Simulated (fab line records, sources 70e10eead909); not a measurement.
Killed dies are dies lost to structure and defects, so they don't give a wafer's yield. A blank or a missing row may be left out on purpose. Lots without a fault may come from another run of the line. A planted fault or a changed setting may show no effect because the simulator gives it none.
fab line records | flow nand_harc
record lots=11 wafers=33 last_day=24
route steps=1159 shown P_BONDPAD@372 A_ZERO_WELL@404 A_ONON_D1@426 END@1159
lots that met no fault: from a run of the same line without faults
start_h: hours from the record's first day to the start of the lot's first wafer shown | wait_h: hours since the lot's step before | " the same as in the row above | L1.1+2: a row that stands for several wafers | - no value, or no start given | * or withheld: withheld | < > ~ a bound
route shown NAME@n: a module of which the file shows steps, and the number in the route of the first | usual: mean/standard deviation of fault-free wafers | same: alike in all rows | chamber/n: place in a boat | sites: the reading at each site | _std_site: their standard deviation | _edge_site: outer sites' mean less inner sites' | radius_mm: how far each site lies from the wafer's centre | mask NAME#n: copy n | behind: the tool/chamber that last shaped the wafer | hold: why the lot was held/for how many hours/how that ended | device: the transistor (n, p or np) that didn't switch | end of line: the same wafers' tests at the end of the route | a step without rows: its recipe alone | killed: dies lost to structure and defects at the first sort, not the wafer's yield | map: a wafer's dies, x killed, . not, _ none there
set.NAME: the setting as run; set.NAME@STEP: as run at that earlier step | model.NAME: the simulator's own value behind a step, which no gauge read
steps of the route over a sample of lots; a table a step, a row a wafer
services: from which hour (start_h, from the record's first day; less than 0 if before it) a tool's chamber was out of use, for how many hours, and why
## steps
# step NHARC_P_BONDPAD_ETCH_24
# recipe target_depth_a=300 over_etch_frac=0.3 time_s=72.99 ion_energy_ev=150 cf4_flow_sccm=50 n2_flow_sccm=100 ar_flow_sccm=150 rf_w=300 bias_w=100 chemistry=CF4/N2
# usual drypump_motor_current_A=5.5/0.47 n2_flow_sccm=99.95/0.27 oes_product_au=1.007/0.012 rf_vpp_V=314.3/1.7 showerhead_plenum_p_Torr=2.63/0.084 throttle_valve_pct=19.795/0.0097
# columns lot.wafer tool chamber start_h wait_h drypump_motor_current_A n2_flow_sccm oes_product_au rf_hours_counter_h rf_vpp_V showerhead_plenum_p_Torr throttle_valve_pct
L626.1 rie_diel-06 3 - - 5.9 99.94 1.016 4 311.6 2.48 19.789
L626.3 " 2 " " 5.8 99.84 1.009 4 314.2 2.61 19.807
L626.5 " 3 " " 5.9 99.61 1.009 - 310.7 2.48 19.810
L629.2 rie_diel-06 2 154.08 0.1 5.8 100.05 1.006 8 313.3 2.60 19.798
L629.1 " 3 " " 5.9 99.45 0.992 8 313.4 2.48 19.784
L629.3 " 1 " " 6.0 99.63 1.003 9 316.1 2.70 19.789
L631.3 rie_diel-06 0 - - 4.8 99.27 1.003 8 316.4 2.70 19.789
L631.4 " 1 " " 5.9 100.23 1.000 10 314.3 2.70 19.769
L631.6 " 1 " " 6.0 100.37 0.995 - 315.1 2.70 19.783
L633.2 rie_diel-03 2 - - 5.2 99.80 1.030 45 315.3 2.72 19.801
L633.1 " 0 " " 5.1 99.80 1.005 44 314.9 2.63 19.779
L633.4 " 1 " " 4.9 99.90 0.988 41 313.8 2.69 19.808
L636.3 rie_diel-06 1 - - 5.9 99.75 1.001 13 316.9 2.70 19.775
L636.4 " 2 " " 5.8 100.29 1.034 12 314.3 2.60 19.794
L636.5 " 1 " " 6.0 100.45 1.008 - 316.1 2.70 19.792
L639.1 rie_diel-06 3 - - 5.9 99.94 1.005 12 311.5 2.48 19.797
L639.6 " 0 " " 4.8 100.37 0.997 - 313.9 2.70 19.809
L639.5 " 1 " " 6.0 99.83 1.000 - 314.2 2.70 19.801
L641.3 rie_diel-06 1 - - 5.9 99.75 1.006 14 314.4 2.70 19.799
L641.4 " 2 " " 5.8 99.36 1.019 14 313.5 2.60 19.815
L641.1 " 3 " " 5.9 99.88 1.009 13 310.8 2.48 19.799
L640.4 rie_diel-06 0 - - 4.8 99.90 0.995 12 313.1 2.70 19.791
L640.1 " 2 " " 5.8 99.50 1.014 14 313.7 2.60 19.801
L640.2 " 3 " " 5.9 99.73 0.996 13 312.2 2.48 19.777
L642.4 rie_diel-06 2 - - 5.8 100.02 1.026 16 313.9 2.60 19.815
L642.6 " 3 " " 5.9 99.85 1.008 - 311.1 2.48 19.789
L642.5 " 0 " " 4.8 100.11 1.007 - 317.3 2.70 19.788
L643.2 rie_diel-02 0 - - 5.8 99.62 1.004 31 312.3 2.53 19.797
L643.4 " 2 " " 5.3 99.77 0.988 31 313.6 2.55 19.781
L643.5 " 0 " " 5.8 99.78 1.005 - 312.3 2.54 19.794
L649.1 rie_diel-03 3 - - 6.0 100.16 1.019 17 314.5 2.60 19.792
L649.4 " 1 " " 4.9 99.85 1.008 15 316.7 2.68 19.804
L649.5 " 3 " " 6.0 99.96 1.018 - 312.7 2.60 19.798
# step NHARC_A_ZERO_WELL_ETCH_19
# recipe target_depth_a=800 overetch_a=240 time_s=87.88 ion_energy_ev=200 n2_flow_sccm=150 h2_flow_sccm=150 ar_flow_sccm=0 rf_w=400 bias_w=150 chemistry=N2/H2
# usual drypump_motor_current_A=5.7/0.49 h2_flow_sccm=150.1/0.45 n2_flow_sccm=150.0/0.47 oes_product_au=0.994/0.017 rf_vpp_V=430.9/2.8 showerhead_plenum_p_Torr=2.06/0.1 throttle_valve_pct=14.172/0.0094
# columns lot.wafer tool chamber start_h wait_h drypump_motor_current_A h2_flow_sccm n2_flow_sccm oes_product_au rf_hours_counter_h rf_vpp_V showerhead_plenum_p_Torr throttle_valve_pct
L626.3 rie_diel-07 3 123.19 0.1 6.5 150.4 150.7 0.974 7 433.7 2.17 14.186
L626.1 " 1 " " 5.6 149.8 149.9 1.004 5 433.0 2.18 14.180
L626.5 " 3 " " 6.5 149.9 149.6 0.989 - 432.7 2.17 14.162
L629.2 rie_diel-04 0 157.70 0.1 5.1 150.4 151.3 0.972 3 429.5 2.02 14.170
L629.3 " 1 " " 6.4 149.8 150.4 0.988 3 434.3 2.20 14.186
L629.1 " 3 " " 5.4 149.7 150.1 0.991 4 426.8 1.92 14.169
L631.3 rie_diel-04 1 166.86 0.1 6.4 149.5 150.5 1.008 3 436.2 2.20 14.163
L631.4 " 2 " " 5.8 150.1 149.3 0.989 3 430.0 2.04 14.177
L631.6 " 0 " " 5.1 150.6 150.1 0.979 - 431.3 2.02 14.163
L633.1 rie_diel-09 3 179.53 0.1 5.9 149.5 150.2 0.955 11 430.5 2.01 14.174
L633.4 " 1 " " 5.6 150.3 150.1 1.013 10 430.0 2.02 14.176
L633.2 " 2 " " 6.1 150.3 150.0 0.990 11 429.6 2.00 14.174
L636.3 rie_diel-07 3 196.93 0.1 6.4 150.0 149.5 0.985 12 434.9 2.17 14.171
L636.4 " 0 " " 5.2 149.5 150.6 1.011 12 427.6 1.92 14.165
L636.5 " 2 " " 5.0 150.1 149.7 1.020 - 434.5 2.19 14.168
L639.1 rie_diel-09 1 205.94 0.1 5.6 150.5 149.8 1.018 14 429.5 2.02 14.177
L639.6 " 3 " " 5.9 150.6 149.7 0.966 - 430.5 2.01 14.178
L639.5 " 0 " " 5.8 150.4 150.0 1.013 - 428.1 1.95 14.173
L641.3 rie_diel-07 2 217.29 0.1 4.9 149.7 149.8 1.012 10 434.7 2.19 14.183
L641.1 " 3 " " 6.5 150.4 150.5 0.984 13 433.6 2.17 14.176
L641.4 " 1 " " 5.6 149.9 150.2 1.007 - 433.9 2.18 14.167
L640.4 rie_diel-04 3 218.16 0.1 5.4 150.0 149.5 0.976 8 427.4 1.92 14.181
L640.2 " 0 " " 5.1 149.9 149.5 0.976 7 430.7 2.02 14.160
L640.1 " 2 " " 5.8 150.0 150.7 0.971 6 428.5 2.04 14.161
L642.4 rie_diel-09 1 237.12 0.1 5.5 150.0 150.2 1.008 17 429.1 2.01 14.171
L642.6 " 2 " " 6.1 149.9 149.4 0.986 - 430.4 2.00 14.176
L642.5 " 3 " " 5.9 150.3 150.5 0.966 - 429.6 2.01 14.169
L643.2 rie_diel-09 0 237.46 0.1 5.8 149.3 150.2 1.013 17 426.3 1.94 14.177
L643.4 " 3 " " 5.9 149.8 150.4 0.969 17 428.7 2.01 14.190
L643.5 " 0 " " 5.8 150.2 150.4 1.009 - 429.2 1.95 14.172
L649.4 rie_diel-07 2 268.08 0.1 5.0 150.3 149.0 1.026 3 435.4 2.18 14.153
L649.1 " 0 " " 5.2 150.2 150.0 1.004 2 427.5 1.92 14.178
L649.5 " 2 " " 5.0 150.8 149.2 1.019 - 434.3 2.18 14.162
# step NHARC_A_ZERO_WELL_ETCH_13
# recipe target_depth_a=1200 time_s=40.1 hbr_flow_sccm=150 cl2_flow_sccm=50 rf_w=400 icp_w=400 bias_w=100 chemistry=HBr/Cl2
# usual drypump_motor_current_A=5.9/0.33 oes_product_au=1.003/0.011 throttle_valve_pct=26.407/0.0085
# columns lot.wafer tool chamber start_h wait_h drypump_motor_current_A oes_product_au rf_hours_counter_h throttle_valve_pct
L626.1 rie_si-05 3 123.31 - 6.3 0.995 0.3 26.431
L626.3 " 1 " " 5.7 1.012 0.4 26.394
L626.5 " 2 " " 6.1 1.009 - 26.400
L629.3 rie_si-04 2 157.85 - 6.4 1.003 0.4 26.398
L629.1 " 3 " " 5.6 0.991 0.3 26.400
L629.2 " 0 " " 5.8 1.003 0.3 26.433
L631.3 rie_si-05 3 166.97 - 6.3 1.014 0.6 26.398
L631.4 " 1 " " 5.7 1.010 0.7 26.414
L631.6 " 0 " " 5.9 1.010 - 26.406
L633.1 rie_si-04 1 179.65 - 5.4 0.985 0.5 26.398
L633.4 " 2 " " 6.3 1.012 0.7 26.407
L633.2 " 3 " " 5.6 0.994 0.5 26.399
L636.4 rie_si-04 1 197.04 - 5.4 0.980 0.7 26.411
L636.3 " 0 " " 5.9 1.005 0.6 26.420
L636.5 " 2 " " 6.4 1.012 - 26.403
L639.1 rie_si-05 2 206.07 - 6.0 1.000 0.9 26.402
L639.5 " 0 " " 5.9 1.012 - 26.404
L639.6 " 1 " " 5.7 0.999 - 26.400
L641.3 rie_si-04 0 217.44 - 5.8 0.993 0.8 26.422
L641.1 " 2 " " 6.4 1.018 1.0 26.399
L641.4 " 3 " " 5.6 0.993 - 26.400
L640.2 rie_si-05 0 218.28 - 5.9 1.002 1.0 26.405
L640.4 " 1 " " 5.7 1.002 1.1 26.407
L640.1 " 2 " " 6.0 1.005 1.0 26.412
L642.4 rie_si-05 2 237.23 - 6.0 1.000 1.0 26.408
L642.5 " 1 " " 5.7 1.001 - 26.398
L642.6 " 2 " " 6.0 0.993 - 26.414
L643.2 rie_si-05 3 237.57 - 6.3 1.009 1.0 26.405
L643.4 " 0 " " 5.9 0.999 1.1 26.390
L643.5 " 0 " " 5.9 0.999 - 26.388
L649.1 rie_si-05 1 268.21 - 5.7 0.989 0.1 26.404
L649.4 " 2 " " 6.0 0.997 0.1 26.407
L649.5 " 1 " " 5.7 0.980 - 26.418
# step NHARC_A_ONON_D1_DEP_03
# recipe target_thk_a=10000 n2_flow_sccm=2750 n2o_flow_sccm=2000 nh3_flow_sccm=500 sih4_flow_sccm=210 temp_c=400
# usual n2_flow_sccm=2751/8.8 nh3_flow_sccm=499.8/1.4
# columns lot.wafer tool chamber start_h wait_h n2_flow_sccm nh3_flow_sccm
L626.1 pecvd_onon-01 0 144.80 0.1 2765 499.4
L626.3 " 0 " " 2756 499.8
L626.5 " 0 " " 2757 498.1
L629.1 pecvd_onon-04 0 179.42 0.1 2744 499.1
L629.2 " 0 " " 2755 500.9
L629.3 " 0 " " 2740 500.4
L631.3 pecvd_onon-02 0 189.56 0.3 2743 499.7
L631.4 " 0 " " 2744 499.6
L631.6 " 0 " " 2744 499.9
L633.1 pecvd_onon-04 0 207.38 0.1 2747 504.1
L633.2 " 0 " " 2739 502.0
L633.4 " 0 " " 2744 501.0
L636.3 pecvd_onon-02 0 218.70 0.2 2753 499.8
L636.4 " 0 " " 2740 497.9
L636.5 " 0 " " 2740 500.0
L639.1 pecvd_onon-01 0 230.59 0.4 2750 502.1
L639.5 " 0 " " 2741 499.5
L639.6 " 0 " " 2736 500.0
L641.1 pecvd_onon-02 0 241.26 0.2 2755 498.9
L641.3 " 0 " " 2759 498.8
L641.4 " 0 " " 2760 498.7
L640.1 pecvd_onon-01 0 241.26 0.2 2745 501.1
L640.2 " 0 " " 2744 500.4
L640.4 " 0 " " 2749 499.4
L643.2 pecvd_onon-04 0 263.52 0.1 2750 501.9
L643.4 " 0 " " 2760 502.0
L643.5 " 0 " " 2756 501.7
L642.4 pecvd_onon-01 0 263.62 0.2 2773 498.7
L642.5 " 0 " " 2765 499.0
L642.6 " 0 " " 2767 500.2
L649.1 pecvd_onon-02 0 289.70 0.1 2743 496.4
L649.4 " 0 " " 2744 499.8
L649.5 " 0 " " 2752 496.5
# step NHARC_A_ONON_D1_THK_MEAS_05
# recipe thk_meas_gauge=ellipsometry
# usual thk_nm=999/10
# columns lot.wafer tool chamber start_h wait_h thk_nm
L626.1 film_metro-01 - 145.31 - 992
L626.3 " - " " 992
L626.5 " - " " 991
L629.1 film_metro-01 - 179.94 - 996
L629.2 " - " " 996
L629.3 " - " " 996
L631.3 film_metro-02 - 189.95 - 1005
L631.4 " - " " 1002
L631.6 " - " " 1003
L633.1 film_metro-02 - 207.88 - 1000
L633.2 " - " " 998
L633.4 " - " " 1001
L636.3 film_metro-02 - 219.09 - 1010
L636.4 " - " " 1009
L636.5 " - " " 1007
L639.1 film_metro-02 - 231.11 - 992
L639.5 " - " " 990
L639.6 " - " " 992
L641.1 film_metro-01 - 241.77 - 1006
L641.3 " - " " 1006
L641.4 " - " " 1005
L640.1 film_metro-02 - 241.78 - 641
L640.2 " - " " 639
L640.4 " - " " 642
L642.4 film_metro-02 - 263.96 - 619
L642.5 " - " " 617
L642.6 " - " " 620
L643.2 film_metro-02 - 263.98 - 1003
L643.4 " - " " 1000
L643.5 " - " " 1001
L649.1 film_metro-01 - 290.21 - 976
L649.4 " - " " 975
L649.5 " - " " 976
# step NHARC_END_SORT_01
# recipe temp_c=25
# usual killed_at_array=28/11 killed_at_other=0.5/0.87 killed_at_periphery=2.9/2.2 killed_dies=32/11 killed_open=3.2/1.9 killed_short=1.8/1.4
# same gross_dies=677
# columns lot.wafer tool chamber start_h wait_h killed_at_array killed_at_other killed_at_periphery killed_dies killed_open killed_short
L640.1 prober-02 0 516.10 2.4 675 0 2 677 4 0
L640.2 prober-02 0 516.90 2.8 675 0 2 677 2 2
L640.4 prober-02 0 518.51 3.4 672 0 5 677 7 3
L642.4 prober-02 0 545.45 3.5 673 1 3 677 2 5
L642.5 prober-02 0 546.26 3.8 667 2 8 677 4 2
L642.6 prober-02 0 547.08 4.1 672 1 4 677 3 0
# killed by level:class
L640.1 A_ONON_D1:area_dep=659 A_CHANNEL_HOLE_D1:chamber_film_flake=5 A_CONTACT:chamber_film_flake=5 P_GATE:chamber_film_flake=2 A_STAIRCASE:chamber_film_flake=2 A_SGD_CUT:geometric_particle:open=1 A_WL_FILL:geometric_particle:open=1 A_CONTACT:geometric_particle:open=1
L640.2 A_ONON_D1:area_dep=665 A_CONTACT:chamber_film_flake=5 A_CHANNEL_HOLE_D1:chamber_film_flake=2 P_M0:geometric_particle:open=1 P_M1:geometric_particle:short=1 A_SGD_CUT:geometric_particle:short=1 A_WL_FILL:geometric_particle:open=1 A_STAIRCASE:chamber_film_flake=1
L640.4 A_ONON_D1:area_dep=657 A_CHANNEL_HOLE_D1:chamber_film_flake=6 A_CONTACT:geometric_particle:open=3 A_STAIRCASE:chamber_film_flake=3 P_CONTACT:geometric_particle:short=1 P_CONTACT:geometric_particle:open=1 P_M0:geometric_particle:open=1 P_M1:geometric_particle:open=1
L642.4 A_ONON_D1:area_dep=632 A_CHANNEL_HOLE_D1:chamber_film_flake=17 A_SLIT:chamber_film_flake=11 A_STAIRCASE:chamber_film_flake=6 P_GATE:chamber_film_flake=3 A_WL_FILL:geometric_particle:short=2 A_CHANNEL_FILL_D1:geometric_particle:short=1 A_BLC:geometric_particle:open=1
L642.5 A_ONON_D1:area_dep=628 A_SLIT:chamber_film_flake=14 A_CHANNEL_HOLE_D1:chamber_film_flake=11 A_STAIRCASE:chamber_film_flake=7 P_GATE:chamber_film_flake=4 P_STI:chamber_film_flake=3 A_CONTACT:chamber_film_flake=3 P_CONTACT:geometric_particle:open=1
L642.6 A_ONON_D1:area_dep=636 A_CHANNEL_HOLE_D1:chamber_film_flake=16 A_SLIT:chamber_film_flake=14 A_STAIRCASE:chamber_film_flake=4 P_GATE:chamber_film_flake=2 P_GATE:geometric_particle:open=1 P_M2:geometric_particle:open=1 A_BLC:geometric_particle:open=1
## services
# columns tool chamber start_h hours kind
rie_si-04 - 99.00 9.0 pm
rie_diel-07 - 101.47 1.5 repair
pecvd_onon-02 - 111.00 13.0 pm
rie_diel-04 - 111.90 9.0 pm
rie_si-05 2 112.20 7.8 repair
rie_diel-09 2 134.47 9.3 repair
pecvd_onon-02 - 136.54 0.6 repair
rie_diel-06 0 139.56 16.0 repair
rie_diel-07 0 148.06 1.9 repair
rie_si-04 1 161.19 7.7 repair
rie_si-05 1 161.60 4.0 repair
rie_diel-09 1 162.67 6.9 repair
rie_si-04 1 188.62 1.7 repair
pecvd_onon-01 - 195.28 13.0 pm
rie_si-04 1 206.04 71.7 repair
rie_diel-07 0 217.04 8.9 repair
rie_diel-07 - 228.33 9.0 pm
rie_si-05 - 239.00 9.0 pm
rie_diel-06 - 241.20 9.0 pm
rie_diel-09 - 254.10 9.0 pm
rie_si-05 2 259.38 2.7 repair
rie_diel-09 - 270.44 1.1 repair
rie_si-05 3 273.67 8.0 repair
rie_si-04 - 276.00 9.0 pm
## key
first_sign step=NHARC_A_ONON_D1_THK_MEAS_05 reading=thk_nm direction=down sigmas=36 usual=999 struck=630
effect step=NHARC_END_SORT_01 reading=killed_dies direction=up sigmas=59 usual=32 struck=677
more_kills_born_at NHARC_A_ONON_D1_DEP_03@pecvd_onon-01=3877
met_at NHARC_A_ONON_D1_DEP_03
struck_lots L640,L642
struck_wafers L640.1,L640.2,L640.4,L642.4,L642.5,L642.6
later_rows_left_out L640.1,L640.2,L640.4,L642.4,L642.5,L642.6
tester_left_out L640,L642
not_acting_at NHARC_P_BONDPAD_ETCH_24,NHARC_A_ZERO_WELL_ETCH_19,NHARC_A_ZERO_WELL_ETCH_13
onset_between 230.59 241.26
fault kind=process_parameter_drift tool=pecvd_onon-01 chamber=0 onset_h=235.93 steps=NHARC_A_ONON_D1_DEP_03 channel=target_thk_a offset=* shape=step end_h=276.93 acts_in=* stated=*
# tester_left_out: of these lots the tester's yield and bins aren't shown, on N5 and GAA mostly nor the transistor test; their killed dies are dies lost to structure and defects alone, not to doping, threshold or leakage, so they don't give the yield
# later_rows_left_out: the simulator's readings of these wafers behind a module that went badly wrong aren't trusted and aren't shown, but for the sort
